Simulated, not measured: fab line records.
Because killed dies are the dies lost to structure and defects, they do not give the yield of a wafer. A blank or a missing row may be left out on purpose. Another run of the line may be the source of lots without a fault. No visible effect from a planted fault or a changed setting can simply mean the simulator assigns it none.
fab line records + flow n5-finfet
[record]
- lots = 5
- wafers = 15
- last-day = 20
route steps=1938 shown DUMMY_REMOVAL@383 HKMG_FIN@385 PASSIVATION@1936
lots untouched by any fault: they come from a run of this same line in which no faults occurred
start-h: the number of hours between the record's first day and the start of the first shown wafer of the lot + wait-h: time in hours since the lot's previous step + " as in the row above + L1.1+2: a single row standing in for several wafers + - value missing, or start not given + * or withheld: withheld + < > ~ a bound
route shown NAME@n: a module of which the file shows steps, and the number in the route of the first + usual: mean/standard deviation of fault-free wafers + same: alike in all rows + chamber/n: place in a boat + sites: readings site by site + _std_site: standard deviation of those values + _edge_site: outer sites' mean less inner sites' + radius-mm: how far each site lies from the wafer's centre + mask NAME#n: copy n + behind: the tool/chamber that last shaped the wafer + hold: why the lot went on hold/how many hours it stayed there/how the hold came to an end + device: the transistor (n, p or np) that didn't switch + end of line: tests run on the same wafers once the route is complete + a step given without rows: its recipe and nothing more + killed: not the wafer's yield, but the dies lost to structure and defects at the first sort + map: per-die view of a wafer (x killed, . not killed, _ where there is no die)
set.NAME: setting as actually run; set.NAME@STEP: the setting as run at that earlier step + model.NAME: the simulator's own value behind a step, which no gauge read
certain route steps with their lots: each step a table, each wafer a row
services: the hour from which a tool's chamber was out of use, counted from the record's first day as start-h (under 0 if before that day), plus the number of hours and why
[[steps]]
[step N5_DUMMY_REMOVAL_PRECLEAN_04]
[recipe]
- chemistry = DHF
- time-s = 37
- temp-c = 25
- dilution = 500:1
[step N5_DUMMY_REMOVAL_SRD_05]
[recipe]
- dry = ipa-marangoni
- do-ppb = 5
- time-s = 30
- temp-c = 23
- rinse-liquid = diw
[step N5_HKMG_FIN_IL_REGROW_00]
[recipe]
- material = SiO2
- target-thk-a = 7.5
- chemistry = O3
- temp-c = withheld
- time-s = 30
[step N5_HKMG_FIN_HK_ALD_01]
[recipe]
- material = HfO2
- target-thk-a = 16
- temp-c = withheld
- ald-precursor-family = HfCl4
- ald-co-reactant = H2O
- pulse-time-s = 3
- purge-time-s = 3
- co-reactant-purge-time-s = 2.5
- co-reactant-pulse-time-s = 0.3
- ald-cycles = 30
[usual]
- precursor-pulse-height-rel = 1.002/0.018
| lot.wafer | tool      | chamber | start-h | wait-h | precursor-pulse-height-rel |
|-----------|-----------|---------|---------|--------|----------------------------|
| L440.1    | ald-hk-01 | 0       | 87.18   | 0.0    | 1.005                      |
| L440.3    | "         | 2       | "       | "      | 1.014                      |
| L440.6    | "         | 3       | "       | "      | 0.999                      |
| L443.2    | ald-hk-02 | 3       | 101.22  | 0.0    | 1.029                      |
| L443.3    | "         | 1       | "       | "      | 1.028                      |
| L443.5    | "         | 2       | "       | "      | 1.013                      |
| L453.3    | ald-hk-02 | 0       | 162.73  | 0.1    | 1.013                      |
| L453.4    | "         | 1       | "       | "      | 0.985                      |
| L453.5    | "         | 0       | "       | "      | 1.005                      |
| L458.1    | ald-hk-02 | 1       | 189.91  | 0.0    | 1.044                      |
| L458.2    | "         | 2       | "       | "      | 1.007                      |
| L458.3    | "         | 3       | "       | "      | 1.018                      |
| L460.1    | ald-hk-03 | 0       | 206.39  | 0.0    | 1.013                      |
| L460.5    | "         | 1       | "       | "      | 0.997                      |
| L460.6    | "         | 0       | "       | "      | 0.990                      |
[step N5_HKMG_FIN_HK_ANNEAL_02]
[recipe]
- temp-c = 700
- time-s = 30
- ambient = N2
- idle-temp-c = 600
- ramp-up-c-per-s = 150
- ramp-down-c-per-s = 60
- cool-to-c = 600
[usual]
- lamp-power-pct = 8.80/0.056
- lamp_zone_1_pct = 8.797/0.011
- wafer_temp_C_max = 703.0/0.69
[same]
- time-s = 30
| lot.wafer | tool          | chamber | start-h | wait-h | lamp-power-pct | lamp_zone_1_pct | wafer_temp_C_max |
|-----------|---------------|---------|---------|--------|----------------|-----------------|------------------|
| L440.1    | rtp-anneal-02 | 0       | 87.49   | 0.2    | 8.83           | 8.794           | 703.1            |
| L440.3    | "             | 0       | "       | "      | 8.80           | 8.797           | 702.9            |
| L440.6    | "             | 0       | "       | "      | 8.84           | 8.793           | 703.6            |
| L443.2    | rtp-anneal-02 | 0       | 101.44  | 0.1    | 8.75           | 8.812           | 702.5            |
| L443.3    | "             | 0       | "       | "      | 8.78           | 8.791           | 703.2            |
| L443.5    | "             | 0       | "       | "      | 8.90           | 8.806           | 703.4            |
| L453.3    | rtp-anneal-01 | 0       | 163.13  | 0.2    | 8.69           | 8.820           | 703.0            |
| L453.4    | "             | 0       | "       | "      | 8.83           | 8.810           | 702.7            |
| L453.5    | "             | 0       | "       | "      | 8.77           | 8.817           | 702.4            |
| L458.1    | rtp-anneal-01 | 0       | 190.09  | 0.1    | 8.84           | 8.819           | 702.6            |
| L458.2    | "             | 0       | "       | "      | 8.76           | 8.808           | 703.3            |
| L458.3    | "             | 0       | "       | "      | 8.90           | 8.780           | 703.1            |
| L460.1    | rtp-anneal-02 | 0       | 206.57  | 0.1    | 8.80           | 8.793           | 703.1            |
| L460.5    | "             | 0       | "       | "      | 8.73           | 8.789           | 702.9            |
| L460.6    | "             | 0       | "       | "      | 8.68           | 8.800           | 703.4            |
[step N5_HKMG_FIN_ALD_74]
[recipe]
- material = La2O3
- target-thk-a = 5
- temp-c = 250
- ald-precursor-family = La-Cp
- ald-co-reactant = O3
- pulse-time-s = 6
- co-reactant-pulse-time-s = 1
- purge-time-s = 3
- co-reactant-purge-time-s = 3
[usual]
- heater-power-w = 343/41
- precursor-pulse-height-rel = 0.999/0.017
| lot.wafer | tool      | chamber | start-h | wait-h | heater-power-w | precursor-pulse-height-rel |
|-----------|-----------|---------|---------|--------|----------------|----------------------------|
| L440.1    | ald-hk-02 | 3       | 87.70   | 0.2    | 320            | 0.992                      |
| L440.3    | "         | 1       | "       | "      | 315            | 0.988                      |
| L440.6    | "         | 3       | "       | "      | 318            | 0.994                      |
| L443.2    | ald-hk-03 | 1       | 101.64  | 0.2    | 335            | 0.973                      |
| L443.3    | "         | 0       | "       | "      | 377            | 1.031                      |
| L443.5    | "         | 1       | "       | "      | 332            | 1.023                      |
| L453.3    | ald-hk-03 | 2       | 163.29  | 0.1    | 316            | 0.976                      |
| L453.4    | "         | 3       | "       | "      | 382            | 0.969                      |
| L453.5    | "         | 1       | "       | "      | 333            | 0.982                      |
| L458.1    | ald-hk-01 | 3       | 190.31  | 0.2    | 314            | 1.007                      |
| L458.2    | "         | 0       | "       | "      | 336            | 1.024                      |
| L458.3    | "         | 1       | "       | "      | 326            | 0.998                      |
| L460.1    | ald-hk-02 | 3       | 206.79  | 0.2    | 330            | 0.965                      |
| L460.5    | "         | 3       | "       | "      | 321            | 0.975                      |
| L460.6    | "         | 2       | "       | "      | 418            | 0.991                      |
[step N5_HKMG_FIN_ALD_75]
[recipe]
- material = Al2O3
- target-thk-a = 10
- temp-c = 150
- ald-precursor-family = TMA
- ald-co-reactant = H2O
- pulse-time-s = withheld
- co-reactant-pulse-time-s = 1
[usual]
- heater-power-w = 148/18
- precursor-pulse-height-rel = 1.001/0.02
| lot.wafer | tool      | chamber | start-h | wait-h | heater-power-w | precursor-pulse-height-rel |
|-----------|-----------|---------|---------|--------|----------------|----------------------------|
| L440.1    | ald-hk-02 | 3       | 87.78   | 0.0    | 141            | 0.987                      |
| L440.3    | "         | 1       | "       | "      | 133            | 0.955                      |
| L440.6    | "         | 3       | "       | "      | 142            | 1.020                      |
| L443.2    | ald-hk-03 | 1       | 101.71  | 0.0    | 147            | 1.019                      |
| L443.3    | "         | 0       | "       | "      | 164            | 0.987                      |
| L443.5    | "         | 1       | "       | "      | 142            | 0.984                      |
| L453.3    | ald-hk-03 | 2       | 163.59  | 0.2    | 142            | 1.002                      |
| L453.4    | "         | 3       | "       | "      | 166            | 0.975                      |
| L453.5    | "         | 1       | "       | "      | 146            | 1.014                      |
| L458.1    | ald-hk-01 | 3       | 190.38  | 0.0    | 134            | 1.025                      |
| L458.2    | "         | 0       | "       | "      | 145            | 0.996                      |
| L458.3    | "         | 1       | "       | "      | 137            | 1.012                      |
| L460.1    | ald-hk-02 | 3       | 206.87  | 0.0    | 137            | 1.035                      |
| L460.5    | "         | 3       | "       | "      | 140            | 0.977                      |
| L460.6    | "         | 2       | "       | "      | 180            | 0.998                      |
[step N5_HKMG_FIN_COAT_41]
[recipe]
- resist = SOC
- temp-c = 250
- time-s = 60
- spin-rpm = 1500
- resist-thk-nm = 300
[step N5_HKMG_FIN_COAT_42]
[recipe]
- resist = SiARC
- temp-c = 220
- time-s = 60
- spin-rpm = 1500
- resist-thk-nm = 35
[step N5_HKMG_FIN_COAT_43]
[recipe]
- resist = CAR-ArF
- spin-rpm = 1500
- resist-thk-nm = 90
[step N5_HKMG_FIN_EBR_45]
[recipe]
- solvent = PGMEA
- ebr-width-mm = 1.5
[step N5_HKMG_FIN_SOFTBAKE_44]
[recipe]
- temp-c = 110
- time-s = 60
- resist = CAR-ArF
[step N5_HKMG_FIN_EXPOSE_46]
[recipe]
- mask-id = NDIPOLE
- na = 1.35
- source-shape = conventional
- sigma-outer = 0.8
- polarization = unpolarized
- dose-mj = 40
| lot.wafer  | tool            | chamber | start-h | wait-h | mask      |
|------------|-----------------|---------|---------|--------|-----------|
| L440.1+3+6 | arfi-scanner-03 | 0       | 87.99   | -      | NDIPOLE#0 |
| L443.2+3+5 | arfi-scanner-02 | 0       | 101.94  | -      | NDIPOLE#0 |
| L453.3+4+5 | arfi-scanner-03 | 0       | 164.04  | -      | NDIPOLE#0 |
| L458.1+2+3 | arfi-scanner-02 | 0       | 190.72  | -      | NDIPOLE#0 |
| L460.1+5+6 | arfi-scanner-02 | 0       | 207.21  | -      | NDIPOLE#0 |
[step N5_HKMG_FIN_PEB_47]
[recipe]
- peb-temp-c = withheld
- peb-time-s = 60
- resist = CAR-ArF
[step N5_HKMG_FIN_DEVELOP_48]
[recipe]
- develop-time-s = 30
- developer = TMAH
- resist = CAR-ArF
- rinse-liquid = diw
- dry = air-spin
- dev-temp-c = 23
[step N5_HKMG_FIN_CD_MEAS_49]
[recipe]
- target-cd-nm = 202
- landing-energy-ev = 500
- detector = se-inlens
- polarity = opening
[usual]
- cd-nm = 202.0/0.73
| lot.wafer | tool      | chamber | start-h | wait-h | cd-nm |
|-----------|-----------|---------|---------|--------|-------|
| L440.1    | cd-sem-02 | 0       | 88.12   | -      | 201.6 |
| L440.3    | "         | 0       | "       | "      | 200.6 |
| L440.6    | "         | 0       | "       | "      | 202.6 |
| L443.2    | cd-sem-02 | 0       | 102.06  | -      | 201.6 |
| L443.3    | "         | 0       | "       | "      | 203.7 |
| L443.5    | "         | 0       | "       | "      | 201.7 |
| L453.3    | cd-sem-02 | 0       | 164.15  | -      | 202.5 |
| L453.4    | "         | 0       | "       | "      | 202.1 |
| L453.5    | "         | 0       | "       | "      | 231.5 |
| L458.1    | cd-sem-01 | 0       | 190.85  | -      | 201.7 |
| L458.2    | "         | 0       | "       | "      | 202.7 |
| L458.3    | "         | 0       | "       | "      | 203.5 |
| L460.1    | cd-sem-02 | 0       | 207.33  | -      | 202.6 |
| L460.5    | "         | 0       | "       | "      | 202.3 |
| L460.6    | "         | 0       | "       | "      | 203.3 |
[step N5_HKMG_FIN_OVL_MEAS_50]
[recipe]
- points-per-wafer = 44
[usual]
- NDIPOLE_OVL = 0.3/0.78
[same]
- points-per-wafer = 44
| lot.wafer | tool       | chamber | start-h | wait-h | NDIPOLE_OVL[nm] |
|-----------|------------|---------|---------|--------|-----------------|
| L440.1    | overlay-02 | 0       | 88.15   | 0.0    | 1.1             |
| L440.3    | "          | 0       | "       | "      | 0.1             |
| L440.6    | "          | 0       | "       | "      | 1.5             |
| L443.2    | overlay-02 | 0       | 102.09  | 0.0    | 1.2             |
| L443.3    | "          | 0       | "       | "      | 0.3             |
| L443.5    | "          | 0       | "       | "      | -0.1            |
| L453.3    | overlay-02 | 0       | 164.18  | 0.0    | -1.1            |
| L453.4    | "          | 0       | "       | "      | -0.5            |
| L453.5    | "          | 0       | "       | "      | 0.2             |
| L458.1    | overlay-02 | 0       | 190.88  | 0.0    | -0.3            |
| L458.2    | "          | 0       | "       | "      | 0.8             |
| L458.3    | "          | 0       | "       | "      | 0.0             |
| L460.1    | overlay-01 | 0       | 207.36  | 0.0    | 0.6             |
| L460.5    | "          | 0       | "       | "      | 0.4             |
| L460.6    | "          | 0       | "       | "      | 0.5             |
[step N5_PASSIVATION_PROBE_49]
[usual]
- killed_at_M0_to_M3 = 36/10
- killed_at_M4_up = 14/5.2
- killed-at-contacts = 12/6
- killed-at-front-end = 37/10
- killed-at-other = 4/3.3
- killed-dies = 104/18
- killed-on-rim = 14/4.1
- killed-open = 68/14
- killed-short = 34/7.4
[same]
- gross-dies = 1180
- killed-at-back-side = 0
| lot.wafer | tool      | chamber | start-h | wait-h | killed_at_M0_to_M3 | killed_at_M4_up | killed-at-contacts | killed-at-front-end | killed-at-other | killed-dies | killed-on-rim | killed-open | killed-short |
|-----------|-----------|---------|---------|--------|--------------------|-----------------|--------------------|---------------------|-----------------|-------------|---------------|-------------|--------------|
| L453.5    | prober-01 | -       | 399.26  | 0.2    | 50                 | 3               | 7                  | 183                 | 11              | 254         | 74            | 63          | 40           |
// killed by level:class
L453.5 HKMG_FIN:area-expose=136 BEOL_M0_SAQP:geometric-particle:open=14 HKMG_FIN:area-etch=12 BEOL_M3:geometric-particle:open=10 FIN_SAQP:geometric-particle:short=9 BEOL_M0_SAQP:geometric-particle:short=9 FIN_SAQP:geometric-particle:open=7 MOL_CONTACT_COAG:geometric-particle:open=7
// map L453.5 (x killed, . not)
_________________.x.xx.x.....________________
______________x.xxx...xx....xx.._____________
___________xxx......x.x........x.xx__________
__________x.x.xx.xxx.x.........x.xxx_________
________xxxx.xxx...................xx._______
_______.xxx.x...x....x.....x..........x______
______xxx.x..x....x.....x...........xx.._____
_____x...xx.x...x..x....x.........x.x...x____
____xxxxx.x.xx..x..............x........xx___
___xx.x..xxx.......x................x......__
___.xx..x.x...x...x...........x....xxx.....__
__xxxx.xx.............x........x..........xx_
__.xx.........xx.....x..x...x.xx..........xx_
_xxxx......x.......................x.......x.
_xxx............x......x.............x..x....
_.xxx..x.....x........................x...xx.
_xxx.x...............x...x...x.......xx...xx.
_xxxx..................xx.......x............
_.x...x...x................x................x
_xx.x............x......x.xx......xx.....x...
_x.xx.xx............x.........x............xx
__..xx.x......x.........x.......x.x.......xx_
__......x.................................xx_
___x.....x..........x...................x..__
___..x.........xx....x..........x.x..x....x__
____xxxx.........x.x...x.................x___
_____x....x..............x..........x....____
______.xxx...............x.............._____
_______.xxx..x.x..x...x............x.x.______
________x....x.x..x.x...............x._______
__________......x.x........xx......._________
___________xxx......x.x............__________
______________xx.x......x....xx._____________
_________________.........x..________________
// map L440.6 (x killed, . not)
_________________x...........________________
______________x........x........_____________
___________.....x..........x....x..__________
__________............xx...........x_________
________.............x................_______
_______...xx..x.....x....x.............______
______..................x..............._____
_____....................................____
____......................................___
___...............................x........__
___...........xx.x....x..x.................__
__x................x.............x...x......_
__..............xx..x............x.........._
_.......xx.............x...x.................
_..x....x......x...x......x...x..............
_...............x........x...x...............
_.........x.....x..x.....x............x......
_...x..xx..........x.......................x.
_.xx.........................x......x........
_..............x...x.....x.................x.
_.....x.........x...........x...............x
__..........xx..............x..............._
__.......x........x...x....x....x...x......._
___..x................x.......x.x...x......__
___.............x...........x...........x..__
____x.....x......x.............x..........___
_____....................................____
______.............x........x..........._____
_______............xx..................______
________........x..x...x.x............_______
__________.........................._________
___________...........x............__________
______________.................._____________
_________________............________________
[[services]]
| tool            | chamber | start-h | hours | kind        |
|-----------------|---------|---------|-------|-------------|
| ald-hk-02       | -       | 64.80   | 8.7   | pm          |
| arfi-scanner-02 | -       | 67.89   | 1.0   | pm          |
| arfi-scanner-03 | 0       | 74.06   | -     | calibration |
| arfi-scanner-03 | -       | 77.10   | 4.9   | pm          |
| arfi-scanner-02 | -       | 77.89   | 1.3   | pm          |
| arfi-scanner-02 | -       | 80.40   | 3.1   | pm          |
| ald-hk-01       | -       | 85.19   | 0.3   | repair      |
| ald-hk-03       | -       | 88.59   | 0.7   | repair      |
| arfi-scanner-03 | -       | 94.85   | 1.3   | pm          |
| ald-hk-01       | -       | 97.85   | 8.7   | pm          |
| arfi-scanner-02 | 0       | 106.33  | -     | calibration |
| arfi-scanner-02 | -       | 118.79  | 0.4   | repair      |
| arfi-scanner-02 | -       | 120.42  | 4.9   | pm          |
| arfi-scanner-03 | -       | 124.77  | 0.8   | pm          |
| arfi-scanner-03 | -       | 135.97  | 1.0   | pm          |
| ald-hk-02       | -       | 136.92  | 6.0   | pm          |
| arfi-scanner-02 | -       | 161.56  | 7.2   | repair      |
| ald-hk-02       | -       | 169.76  | 14.6  | pm          |
| arfi-scanner-02 | -       | 184.40  | 3.0   | pm          |
| ald-hk-03       | -       | 185.77  | 2.8   | pm          |
| arfi-scanner-02 | -       | 191.75  | 3.9   | pm          |
| arfi-scanner-02 | -       | 203.42  | 1.3   | pm          |
| arfi-scanner-03 | -       | 206.81  | 3.4   | repair      |
[[key]]
[first-sign]
- step = N5_HKMG_FIN_CD_MEAS_49
- reading = cd-nm
- direction = up
- sigmas = 40
- usual = 202.0
- struck = 231.5
[effect]
- step = N5_PASSIVATION_PROBE_49
- reading = killed-at-front-end
- direction = up
- sigmas = 14
- usual = 37
- struck = 183
[more-kills-born-at]
- N5_HKMG_FIN_EXPOSE_46@arfi-scanner-03 = 136
met-at N5_HKMG_FIN_EXPOSE_46
struck-wafers L453.5
tester-left-out L453
[baseline-loss]
- step = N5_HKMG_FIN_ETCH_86
- wafers = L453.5
onset-between 87.99 164.04
[fault]
- kind = process-parameter-drift
- tool = arfi-scanner-03
- chamber = -
- onset-h = 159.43
- steps = N5_HKMG_FIN_EXPOSE_46
- channel = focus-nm
- offset = 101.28
- shape = step
- end-h = 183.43
- scope = struck-wafers-only
// tester-left-out: of these lots the tester's yield and bins aren't shown, on N5 and GAA mostly nor the transistor test; their killed dies are dies lost to structure and defects alone, not to doping, threshold or leakage, so they don't give the yield
// baseline-loss: these wafers lose ten dies or more at that step, a loss of the line's own and not of a fault; the sort's usual values leave them out
